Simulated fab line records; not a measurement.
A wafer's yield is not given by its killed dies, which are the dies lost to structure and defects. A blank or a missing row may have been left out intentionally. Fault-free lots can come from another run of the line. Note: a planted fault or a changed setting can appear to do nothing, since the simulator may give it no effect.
fab line records -- flow n5-finfet
record lots=7, wafers=18, last-day=17
route steps=1938 shown BEOL_M14@1767 BEOL_M15@1773 PASSIVATION@1936
lots that met no fault: taken from a fault-free run of the same line
start-h: the number of hours between the record's first day and the start of the first shown wafer of the lot -- wait-h: hours elapsed since this lot's preceding step -- " the same as in the row above -- L1.1+2: several wafers, shown together as one row -- - no value, or no start was given -- * or withheld: withheld -- < > ~ a bound
route shown NAME@n: names a module that has steps shown in the file, with the first one's number in the route -- usual: mean and standard deviation over wafers with no fault -- same: alike in all rows -- chamber/n: place in a boat -- sites: per-site readings -- _std_site: standard deviation of those values -- _edge_site: mean of outer sites minus mean of inner sites -- radius-mm: for every site, how far away it sits from the centre of the wafer -- mask NAME#n: copy n -- behind: the tool/chamber that last shaped the wafer -- hold: what put the lot on hold/how long, in hours/how the hold closed -- device: which transistor (n, p or np) failed to switch -- end of line: the route-end tests of the same wafers -- a step with no rows: only its recipe -- killed: dies lost to structure and defects at the first sort, not the wafer's yield -- map: a wafer's dies, marking killed ones x, the rest . and places with no die _
set.NAME: the run value of the setting; set.NAME@STEP: its run value at that earlier step -- model.NAME: the simulator's own value behind a step, which no gauge read
lots seen at some steps along the route; tables by step, rows by wafer
services: the hour from which a tool's chamber was out of use, counted from the record's first day as start-h (under 0 if before that day), plus the number of hours and why
## steps
# step N5_BEOL_M14_CMP_49
# recipe stop-on=SiO2, t-overpolish-s=5.2, down-force-psi=2, platen-rpm=80, clearing-platen-down-force-psi=2, clearing-platen-rpm=80, post-cmp-clean=cu-alkaline, target-thk-nm=560, clearing-platen-pad-velocity-m-s=1.5917, pad-velocity-m-s=1.5917
# usual barrier-field-endpoint-s=11.3/0.38, head-pressure-psi=1.999/0.0044, motor-current-A=8.4/0.92, overpolish-run-s=5.200/0.0089, time-to-endpoint-s=121/7
lot.wafer,tool,chamber,start-h,wait-h,barrier-field-endpoint-s,head-pressure-psi,motor-current-A,overpolish-run-s,time-to-endpoint-s
L218.4,cmp-02,2,260.39,0.1,11.3,1.996,9.2,5.213,115
L218.2,cmp-02,3,260.39,0.1,11.4,1.995,6.7,5.204,120
L218.1,cmp-02,0,260.39,0.1,11.8,2.004,8.3,5.194,123
L224.4,cmp-02,2,293.65,0.2,11.1,1.991,9.6,5.211,113
L224.6,cmp-02,0,293.65,0.2,11.3,1.996,8.2,5.209,122
L223.2,cmp-02,1,298.29,0.2,11.5,1.995,8.6,5.193,126
L223.4,cmp-02,0,298.29,0.2,11.4,2.000,8.0,5.202,125
L226.3,cmp-03,2,304.50,0.2,11.7,1.998,8.7,5.183,121
L226.6,cmp-03,1,304.50,0.2,11.3,2.001,7.6,5.194,118
L231.3,cmp-02,0,348.48,0.2,11.4,1.989,8.1,5.196,126
L231.2,cmp-02,2,348.48,0.2,11.1,2.001,9.4,5.206,114
L231.5,cmp-02,3,348.48,0.2,11.1,1.998,7.1,5.210,122
L236.4,cmp-03,3,375.94,0.2,10.7,2.006,8.7,5.194,114
L236.2,cmp-03,0,375.94,0.2,11.9,1.994,9.8,5.217,139
L236.3,cmp-03,1,375.94,0.2,11.3,2.000,7.7,5.208,122
L238.1,cmp-03,3,390.73,0.3,11.1,2.006,9.2,5.203,117
L238.3,cmp-03,1,390.73,0.3,11.1,2.001,7.8,5.188,121
L238.5,cmp-03,3,390.73,0.3,11.1,2.004,9.3,5.180,117
# step N5_BEOL_M14_THK_MEAS_50
# recipe thk-meas-gauge=xrf, reads=Cu_of_BEOL_M14_ECD_47
# usual M14_THK=540/21
lot.wafer,tool,chamber,start-h,wait-h,M14_THK[nm]
L218.1,film-metro-02,-,260.69,-,536
L218.2,film-metro-02,-,260.69,-,534
L218.4,film-metro-02,-,260.69,-,520
L224.4,film-metro-02,-,293.87,-,522
L224.6,film-metro-02,-,293.87,-,536
L223.2,film-metro-01,-,298.58,-,528
L223.4,film-metro-01,-,298.58,-,571
L226.3,film-metro-02,-,304.72,-,509
L226.6,film-metro-02,-,304.72,-,552
L231.2,film-metro-02,-,348.74,-,548
L231.3,film-metro-02,-,348.74,-,512
L231.5,film-metro-02,-,348.74,-,573
L236.2,film-metro-01,-,376.20,-,521
L236.3,film-metro-01,-,376.20,-,527
L236.4,film-metro-01,-,376.20,-,551
L238.1,film-metro-01,-,391.02,-,501
L238.3,film-metro-01,-,391.02,-,542
L238.5,film-metro-01,-,391.02,-,557
# step N5_BEOL_M14_PRE_CLEAN_52
# recipe gas=NH3, time-s=15, temp-c=withheld, rf-power-w=300
# step N5_BEOL_M14_DEP_53
# recipe material=SiCN, target-thk-a=500, temp-c=withheld, precursor=3MS/NH3, pressure-torr=3, rf-w=675, time-s=17.8
# usual rf-fwd-power-W=667/3.5, showerhead-plenum-p-Torr=4.155/0.023, throttle-valve-pct=18.3/0.98
# same time-s=17.8
lot.wafer,tool,chamber,start-h,wait-h,rf-fwd-power-W,showerhead-plenum-p-Torr,throttle-valve-pct
L218.1,pecvd-02,0,260.75,0.0,665,4.171,17.3
L218.2,pecvd-02,2,260.75,0.0,667,4.136,17.6
L218.4,pecvd-02,2,260.75,0.0,662,4.135,17.3
L224.4,pecvd-02,1,293.96,0.0,670,4.166,19.0
L224.6,pecvd-02,1,293.96,0.0,669,4.175,19.0
L223.2,pecvd-03,2,298.64,0.0,663,4.200,17.6
L223.4,pecvd-03,0,298.64,0.0,676,4.128,20.1
L226.3,pecvd-02,2,304.78,0.0,665,4.128,17.8
L226.6,pecvd-02,1,304.78,0.0,663,4.160,19.3
L231.2,pecvd-02,0,348.80,0.0,669,4.163,17.1
L231.3,pecvd-02,2,348.80,0.0,665,4.134,17.7
L231.5,pecvd-02,2,348.80,0.0,665,4.126,17.9
L236.2,pecvd-04,1,376.26,0.0,666,4.175,18.9
L236.3,pecvd-04,2,376.26,0.0,660,4.138,17.5
L236.4,pecvd-04,2,376.26,0.0,657,4.134,17.3
L238.1,pecvd-02,2,391.08,0.0,666,4.136,18.1
L238.3,pecvd-02,0,391.08,0.0,669,4.180,16.8
L238.5,pecvd-02,0,391.08,0.0,668,4.166,17.1
# step N5_BEOL_M14_RS_MEAS_54
# recipe thk-meas-gauge=four-point-probe, reads=Cu_of_BEOL_M14_ECD_47+Ta_of_BEOL_M14_SPUTTER_44+TaN_of_BEOL_M14_SPUTTER_43
# usual M14_RS=0.0336/0.0013
lot.wafer,tool,chamber,start-h,wait-h,M14_RS[ohm/sq]
L218.1,film-metro-02,-,260.82,0.0,0.0338
L218.2,film-metro-02,-,260.82,0.0,0.0339
L218.4,film-metro-02,-,260.82,0.0,0.0350
L224.4,film-metro-02,-,294.03,0.1,0.0349
L224.6,film-metro-02,-,294.03,0.1,0.0339
L223.2,film-metro-02,-,298.71,0.1,0.0343
L223.4,film-metro-02,-,298.71,0.1,0.0314
L226.3,film-metro-02,-,304.85,0.1,0.0358
L226.6,film-metro-02,-,304.85,0.1,0.0331
L231.2,film-metro-01,-,348.86,0.1,0.0335
L231.3,film-metro-01,-,348.86,0.1,0.0357
L231.5,film-metro-01,-,348.86,0.1,0.0321
L236.2,film-metro-01,-,376.32,0.1,0.0345
L236.3,film-metro-01,-,376.32,0.1,0.0343
L236.4,film-metro-01,-,376.32,0.1,0.0325
L238.1,film-metro-02,-,391.15,0.0,0.0360
L238.3,film-metro-02,-,391.15,0.0,0.0329
L238.5,film-metro-02,-,391.15,0.0,0.0323
# step N5_BEOL_M14_INSPECT_55
# recipe inspect-instrument=darkfield, mode=post-dep
# usual raw-defect-count=68/25
lot.wafer,tool,chamber,start-h,wait-h,raw-defect-count
L218.1,defect-inspect-01,-,260.84,0.0,80
L218.2,defect-inspect-01,-,260.84,0.0,181
L218.4,defect-inspect-01,-,260.84,0.0,90
L224.4,defect-inspect-01,-,294.06,0.0,96
L224.6,defect-inspect-01,-,294.06,0.0,95
L223.2,defect-inspect-01,-,298.73,0.0,67
L223.4,defect-inspect-01,-,298.73,0.0,117
L226.3,defect-inspect-02,-,304.87,0.0,63
L226.6,defect-inspect-02,-,304.87,0.0,122
L231.2,defect-inspect-01,-,348.89,0.0,57
L231.3,defect-inspect-01,-,348.89,0.0,50
L231.5,defect-inspect-01,-,348.89,0.0,46
L236.2,defect-inspect-01,-,376.35,0.0,56
L236.3,defect-inspect-01,-,376.35,0.0,92
L236.4,defect-inspect-01,-,376.35,0.0,97
L238.1,defect-inspect-02,-,391.18,0.0,58
L238.3,defect-inspect-02,-,391.18,0.0,48
L238.5,defect-inspect-02,-,391.18,0.0,81
# step N5_BEOL_M15_ILD_DEP_00
# recipe material=SiO2, target-thk-a=16293, temp-c=400, precursor=TEOS/O2, pressure-torr=6.5, rf-w=900, teos-flow-sccm=161.4, gas=O2, flow-sccm=2650, time-s=346.1
# usual heater-power-w=504/93, rf-fwd-power-W=898.6/2.9, showerhead-plenum-p-Torr=8.35/0.038, throttle-valve-pct=18.7/0.84
# same time-s=346.1
lot.wafer,tool,chamber,start-h,wait-h,heater-power-w,rf-fwd-power-W,showerhead-plenum-p-Torr,throttle-valve-pct
L218.1,pecvd-01,2,260.88,0.0,472,903.7,8.32,18.4
L218.2,pecvd-01,0,260.88,0.0,519,900.1,8.40,17.8
L218.4,pecvd-01,2,260.88,0.0,345,901.5,8.30,18.4
L224.4,pecvd-03,1,294.20,0.1,397,897.7,8.30,18.9
L224.6,pecvd-03,1,294.20,0.1,495,892.3,8.29,18.9
L223.2,pecvd-02,0,298.77,0.0,754,901.9,8.34,17.3
L223.4,pecvd-02,1,298.77,0.0,568,898.4,8.37,19.4
L226.3,pecvd-02,1,304.91,0.0,488,897.8,8.35,19.9
L226.6,pecvd-02,1,304.91,0.0,570,900.4,8.36,20.0
L231.2,pecvd-01,0,348.93,0.0,517,898.4,8.38,17.9
L231.3,pecvd-01,2,348.93,0.0,385,894.8,8.30,18.3
L231.5,pecvd-01,2,348.93,0.0,451,900.1,8.32,18.5
L236.2,pecvd-02,1,376.39,0.0,524,901.0,8.34,19.7
L236.3,pecvd-02,2,376.39,0.0,504,896.0,8.30,18.7
L236.4,pecvd-02,1,376.39,0.0,428,898.7,8.33,19.8
L238.1,pecvd-03,0,391.21,0.0,635,902.2,8.28,20.3
L238.3,pecvd-03,1,391.21,0.0,433,899.4,8.32,18.8
L238.5,pecvd-03,2,391.21,0.0,606,900.2,8.40,18.6
# step N5_BEOL_M15_THK_MEAS_01
# recipe reads=SiO2_of_BEOL_M15_ILD_DEP_00
# usual M15_ILD_THK=1641/22
lot.wafer,tool,chamber,start-h,wait-h,M15_ILD_THK[nm]
L218.1,film-metro-01,-,261.13,0.1,1620
L218.2,film-metro-01,-,261.13,0.1,1634
L218.4,film-metro-01,-,261.13,0.1,1649
L224.4,film-metro-01,-,294.45,0.1,1631
L224.6,film-metro-01,-,294.45,0.1,1630
L223.2,film-metro-01,-,299.13,0.3,1625
L223.4,film-metro-01,-,299.13,0.3,1617
L226.3,film-metro-02,-,305.16,0.1,1588
L226.6,film-metro-02,-,305.16,0.1,1627
L231.2,film-metro-01,-,349.18,0.1,1642
L231.3,film-metro-01,-,349.18,0.1,1634
L231.5,film-metro-01,-,349.18,0.1,1656
L236.2,film-metro-01,-,376.64,0.1,1610
L236.3,film-metro-01,-,376.64,0.1,1618
L236.4,film-metro-01,-,376.64,0.1,1636
L238.1,film-metro-02,-,391.46,0.1,1629
L238.3,film-metro-02,-,391.46,0.1,1589
L238.5,film-metro-02,-,391.46,0.1,1638
# step N5_BEOL_M15_COAT_58
# recipe resist=BARC, temp-c=205, time-s=60, spin-rpm=1500, resist-thk-nm=89
# step N5_BEOL_M15_COAT_04
# recipe spin-rpm=1704, resist-thk-nm=800
# step N5_BEOL_M15_EBR_06
# recipe solvent=PGMEA, ebr-width-mm=1.5
# step N5_BEOL_M15_SOFTBAKE_05
# recipe temp-c=130, time-s=60
# step N5_BEOL_M15_EXPOSE_07
# recipe mask-id=V14, na=0.8, source-shape=annular, sigma-inner=0.5, sigma-outer=0.8, polarization=unpolarized, attpsm-phase-deg=180, dose-mj=41.25
# same sigma-inner=0.5
lot.wafer,tool,chamber,start-h,wait-h,mask
L218.1+2+4,krf-scanner-01,0,261.26,-,V14#0
L224.4+6,krf-scanner-02,0,294.72,-,V14#0
L223.2+4,krf-scanner-02,0,299.27,-,V14#0
L226.3+6,krf-scanner-02,0,305.49,-,V14#0
L231.2+3+5,krf-scanner-01,0,349.44,-,V14#0
L236.2+3+4,krf-scanner-01,0,376.90,-,V14#0
L238.1+3+5,krf-scanner-02,0,391.59,-,V14#0
# step N5_BEOL_M15_PEB_08
# recipe peb-temp-c=130, peb-time-s=90
# step N5_BEOL_M15_DEVELOP_09
# recipe develop-time-s=45, rinse-liquid=diw, dry=air-spin, dev-temp-c=21
# step N5_BEOL_M15_HARDBAKE_14
# recipe temp-c=130, time-s=120
# step N5_BEOL_M15_CD_MEAS_10
# recipe target-cd-nm=360, landing-energy-ev=500, detector=se-inlens, polarity=opening
# usual cd-nm=360.1/1.9
# same landing-energy-ev=500
lot.wafer,tool,chamber,start-h,wait-h,cd-nm
L218.1,cd-sem-01,0,261.43,-,359.4
L218.2,cd-sem-01,0,261.43,-,358.8
L218.4,cd-sem-01,0,261.43,-,356.8
L224.4,cd-sem-03,0,294.88,-,359.2
L224.6,cd-sem-03,0,294.88,-,368.9
L223.2,cd-sem-01,0,299.43,-,371.9
L223.4,cd-sem-01,0,299.43,-,363.9
L226.3,cd-sem-03,0,305.65,-,357.7
L226.6,cd-sem-03,0,305.65,-,369.7
L231.2,cd-sem-03,0,349.61,-,363.9
L231.3,cd-sem-03,0,349.61,-,360.3
L231.5,cd-sem-03,0,349.61,-,363.8
L236.2,cd-sem-01,0,377.07,-,360.4
L236.3,cd-sem-01,0,377.07,-,360.5
L236.4,cd-sem-01,0,377.07,-,362.8
L238.1,cd-sem-03,0,391.77,-,358.5
L238.3,cd-sem-03,0,391.77,-,362.4
L238.5,cd-sem-03,0,391.77,-,357.8
# step N5_BEOL_M15_OVL_MEAS_11
# recipe points-per-wafer=44
# usual V14_OVL=-3/5.3
lot.wafer,tool,chamber,start-h,wait-h,V14_OVL[nm]
L218.1,overlay-02,0,261.46,0.0,-9
L218.2,overlay-02,0,261.46,0.0,-6
L218.4,overlay-02,0,261.46,0.0,-4
L224.4,overlay-02,0,294.91,0.0,6
L224.6,overlay-02,0,294.91,0.0,11
L223.2,overlay-02,0,299.46,0.0,-4
L223.4,overlay-02,0,299.46,0.0,-2
L226.3,overlay-01,0,305.68,0.0,-4
L226.6,overlay-01,0,305.68,0.0,-6
L231.2,overlay-02,0,349.64,0.0,-4
L231.3,overlay-02,0,349.64,0.0,-4
L231.5,overlay-02,0,349.64,0.0,-3
L236.2,overlay-01,0,377.10,0.0,-14
L236.3,overlay-01,0,377.10,0.0,-15
L236.4,overlay-01,0,377.10,0.0,-13
L238.1,overlay-01,0,391.80,0.0,-4
L238.3,overlay-01,0,391.80,0.0,-9
L238.5,overlay-01,0,391.80,0.0,-7
# step N5_PASSIVATION_PROBE_49
# usual defect-limited-yield=91.1/1.6, killed_at_M0_to_M3=35/11, killed_at_M4_up=13/5.4, killed-at-contacts=13/6.5, killed-at-front-end=40/14, killed-at-other=4/3.1, killed-dies=105/18, killed-open=69/14, killed-short=34/7.3, sort_bin_5_function=5.2/0.96, sort_bin_6_memory=3.4/0.77, sort_bin_8_speed=0.02/0.13, sort-n-pass=1075/19, sort-yield-pct=91.1/1.6
# same gross-dies=1180, killed-at-back-side=0, sort_bin_4_leakage[%]=0
lot.wafer,tool,chamber,start-h,wait-h,defect-limited-yield[%],killed_at_M0_to_M3,killed_at_M4_up,killed-at-contacts,killed-at-front-end,killed-at-other,killed-dies,killed-open,killed-short,sort_bin_5_function[%],sort_bin_6_memory[%],sort_bin_8_speed[%],sort-n-pass,sort-yield-pct[%]
L218.1,prober-01,-,281.59,0.0,93.2,29,12,3,34,2,80,49,30,3.8,2.7,0,1100,93.2
L218.2,prober-01,-,281.64,0.1,90.8,29,18,13,41,7,108,64,42,5.6,3.4,0,1072,90.8
L218.4,prober-01,-,281.74,0.2,93.1,37,7,8,26,4,82,52,29,4.6,2.2,0,1098,93.1
L231.2,prober-01,-,370.03,0.1,91.5,33,14,31,17,5,100,59,41,5.3,2.9,0,1080,91.5
L231.3,prober-01,-,370.08,0.1,91.2,42,7,15,28,12,104,67,31,5.5,2.8,0,1076,91.2
L231.5,prober-01,-,370.18,0.2,91.3,23,18,24,33,5,103,67,32,5.8,2.5,0,1077,91.3
L238.1,prober-01,-,413.69,0.0,90.5,28,13,22,45,4,112,79,33,5.7,3.5,0,1068,90.5
L238.3,prober-01,-,413.79,0.1,89.3,33,8,23,54,8,126,70,48,6.9,3.1,0,1054,89.3
L238.5,prober-01,-,413.89,0.2,87.0,37,7,10,98,1,153,113,36,7.9,4.7,0,1027,87.0
# killed by level:class
L218.1 BEOL_M0_SAQP:geometric-particle:short=9 FIN_SAQP:geometric-particle:open=7 GATE_CUT:geometric-particle:short=7 BEOL_M0_SAQP:geometric-particle:open=7 FIN_SAQP:geometric-particle:short=6 BEOL_M2:geometric-particle:open=6 BEOL_M3:geometric-particle:open=4 BEOL_M4:geometric-particle:open=4
L218.2 MOL_CONTACT_COAG:geometric-particle:open=10 FIN_SAQP:geometric-particle:open=9 FIN_SAQP:geometric-particle:short=6 BEOL_M3:geometric-particle:open=6 BEOL_M0_SAQP:geometric-particle:short=6 ILD0:geometric-particle:short=5 STI_FIN_REVEAL:geometric-particle:open=4 BEOL_M2:geometric-particle:open=4
L218.4 BEOL_M0_SAQP:geometric-particle:short=11 BEOL_M0_SAQP:geometric-particle:open=8 MOL_CONTACT_COAG:geometric-particle:open=7 BEOL_M3:geometric-particle:open=6 DUMMY_GATE:geometric-particle:open=5 BEOL_M1:geometric-particle:open=5 ILD0:geometric-particle:open=4 BEOL_M2:geometric-particle:open=4
L231.2 MOL_CONTACT_COAG:geometric-particle:short=16 MOL_CONTACT_COAG:geometric-particle:open=15 BEOL_M3:geometric-particle:open=12 BEOL_M0_SAQP:geometric-particle:short=7 FIN_SAQP:geometric-particle:short=6 BEOL_M5:geometric-particle:open=6 STI_FIN_REVEAL:geometric-particle:open=4 BEOL_M0_SAQP:geometric-particle:open=4
L231.3 MOL_CONTACT_COAG:geometric-particle:open=14 BEOL_M0_SAQP:geometric-particle:open=8 BEOL_M1:geometric-particle:open=8 BEOL_M2:geometric-particle:open=7 FIN_SAQP:geometric-particle:short=6 BEOL_M3:geometric-particle:open=6 MIM_TOP_ETCH:geometric-particle:open=6 FIN_SAQP:geometric-particle:open=4
L231.5 MOL_CONTACT_COAG:geometric-particle:open=22 FIN_SAQP:geometric-particle:short=12 BEOL_M4:geometric-particle:open=7 STI_FIN_REVEAL:geometric-particle:open=6 BEOL_M0_SAQP:geometric-particle:open=6 BEOL_M0_SAQP:geometric-particle:short=6 FIN_SAQP:geometric-particle:open=5 BEOL_M1:geometric-particle:open=5
L238.1 STI_FIN_REVEAL:geometric-particle:open=19 MOL_CONTACT_COAG:geometric-particle:open=17 BEOL_M2:geometric-particle:open=9 FIN_SAQP:geometric-particle:short=6 FIN_SAQP:geometric-particle:open=5 BEOL_M4:geometric-particle:open=5 MOL_CONTACT_COAG:geometric-particle:short=5 BEOL_M2:geometric-particle:short=5
L238.3 MOL_CONTACT_COAG:geometric-particle:open=18 FIN_SAQP:geometric-particle:open=12 BEOL_M0_SAQP:geometric-particle:short=12 FIN_SAQP:geometric-particle:short=9 STI_FIN_REVEAL:geometric-particle:open=9 BEOL_M0_SAQP:geometric-particle:open=8 BEOL_M4:geometric-particle:short=7 ILD0:geometric-particle:open=5
L238.5 STI_FIN_REVEAL:geometric-particle:open=57 STI_FIN_REVEAL:geometric-particle:short=10 BEOL_M0_SAQP:geometric-particle:open=9 BEOL_M0_SAQP:geometric-particle:short=9 MOL_CONTACT_COAG:geometric-particle:open=8 FIN_SAQP:geometric-particle:open=7 BEOL_M2:geometric-particle:open=7 BEOL_M1:geometric-particle:open=6
## services
tool,chamber,start-h,hours,kind
cmp-02,-,241.29,2.6,repair
krf-scanner-02,-,242.22,0.8,pm
cmp-03,-,242.52,1.3,repair
cmp-03,-,248.23,5.1,pm
krf-scanner-01,-,255.62,1.0,pm
pecvd-02,2,276.84,2.1,scheduled-down
cmp-03,-,278.24,1.5,repair
cmp-02,-,278.69,4.0,pm
pecvd-02,2,283.41,20.6,repair
pecvd-03,-,290.28,1.3,repair
krf-scanner-01,-,305.63,0.8,pm
krf-scanner-02,-,307.80,1.0,pm
krf-scanner-01,-,310.58,3.6,pm
pecvd-01,-,316.89,0.2,repair
cmp-03,-,318.26,3.4,pm
pecvd-04,0,327.02,6.8,repair
cmp-02,-,338.84,6.6,pm
krf-scanner-02,-,346.67,1.7,repair
cmp-03,-,347.56,3.1,repair
krf-scanner-02,-,348.53,1.3,pm
krf-scanner-01,-,361.85,1.3,pm
krf-scanner-01,-,373.13,0.2,repair
pecvd-04,-,378.85,0.5,repair
cmp-03,-,382.01,0.8,repair
## key
first-sign step=N5_BEOL_M15_CD_MEAS_10, reading=cd-nm, direction=up, sigmas=5.2, usual=360.1, struck=370.2
effect none on later readings
met-at N5_BEOL_M15_EXPOSE_07
struck-wafers L223.2,L224.6,L226.6
fault kind=process-parameter-drift, tool=krf-scanner-02, chamber=-, onset-h=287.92, steps=N5_BEOL_M15_EXPOSE_07, channel=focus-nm, offset=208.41, shape=step, end-h=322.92, scope=struck-wafers-only
